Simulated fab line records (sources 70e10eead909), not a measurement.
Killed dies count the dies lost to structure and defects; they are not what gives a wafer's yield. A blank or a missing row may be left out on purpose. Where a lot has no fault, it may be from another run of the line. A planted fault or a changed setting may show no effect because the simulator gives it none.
Matching of chambers    flow nand_harc    3 sister chambers for NHARC_A_CONTACT_DEP_24 on pecvd-03
The step deposits SiO2, target thk 500 nm. 18 wafers are shown with their chamber, then 9 later ones without.

WAFERS PAIRED WITH THEIR CHAMBERS
wafer   chamber  throttle_valve_pct (%)  rf_fwd_power_W (W)  heater_power_w (W)
L075.2  0        15.6                    895.0               582
L075.5  1        16.8                    901.6               620
L075.6  0        15.6                    894.9               594
L076.1  2        16.9                    897.3               614
L076.3  0        15.7                    899.3               624
L076.5  0        15.6                    894.6               643
L078.2  2        16.8                    901.2               554
L078.5  1        16.5                    899.7               549
L078.6  2        16.9                    901.1               594
L086.1  2        16.9                    893.3               543
L086.2  1        16.1                    899.7               562
L086.6  1        16.1                    899.2               587
L085.1  0        15.5                    896.6               578
L085.2  2        16.4                    902.2               636
L085.3  1        16.0                    898.7               620
L089.1  1        16.1                    903.5               663
L089.3  0        15.7                    892.4               484
L089.5  2        16.7                    898.6               666

SIGNATURES (averages over the wafers above)
reading             chamber 0  chamber 1  chamber 2  scatter within a chamber
throttle_valve_pct  15.617     16.267     16.767     0.218
rf_fwd_power_W      895.467    900.400    898.950    2.56
heater_power_w      584.17     600.17     601.17     48.6
Rule: a wafer lies at a distance from a chamber equal to the root of the sum of squares, over the readings, of (its reading less the chamber's mean, divided by the reading's scatter). The wafer belongs to the nearest chamber; if the next one is less than 2 further off, it can't be placed. How the scatter is found: for the shown wafers, subtract from each reading the mean of its chamber, square and add these, divide the total by (wafers less chambers), then take the root.

WAFERS MISSING THEIR CHAMBER
wafer   throttle_valve_pct (%)  rf_fwd_power_W (W)  heater_power_w (W)
L090.3  16.1                    896.8               593
L090.4  16.0                    896.1               583
L090.6  16.3                    899.9               625
L096.3  16.7                    899.1               565
L096.4  16.8                    899.8               601
L096.5  16.0                    900.5               632
L095.1  17.0                    897.4               650
L095.2  16.3                    895.8               644
L095.3  15.9                    897.5               614

THE CHAMBER EACH PASSED THROUGH
wafer   from the rows above           in truth
L090.3  can't be placed: 1 or 0 or 2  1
L090.4  can't be placed: 0 or 1 or 2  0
L090.6  can't be placed: 1 or 2       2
L096.3  can't be placed: 2 or 1       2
L096.4  2                             2
L096.5  can't be placed: 1 or 0       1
L095.1  2                             2
L095.2  can't be placed: 1 or 2 or 0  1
L095.3  can't be placed: 0 or 1       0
Placed correctly: 2 of 9. Cannot be placed on the basis of these rows: 7; the candidates contain the true chamber in 7. Wrongly placed: 0.
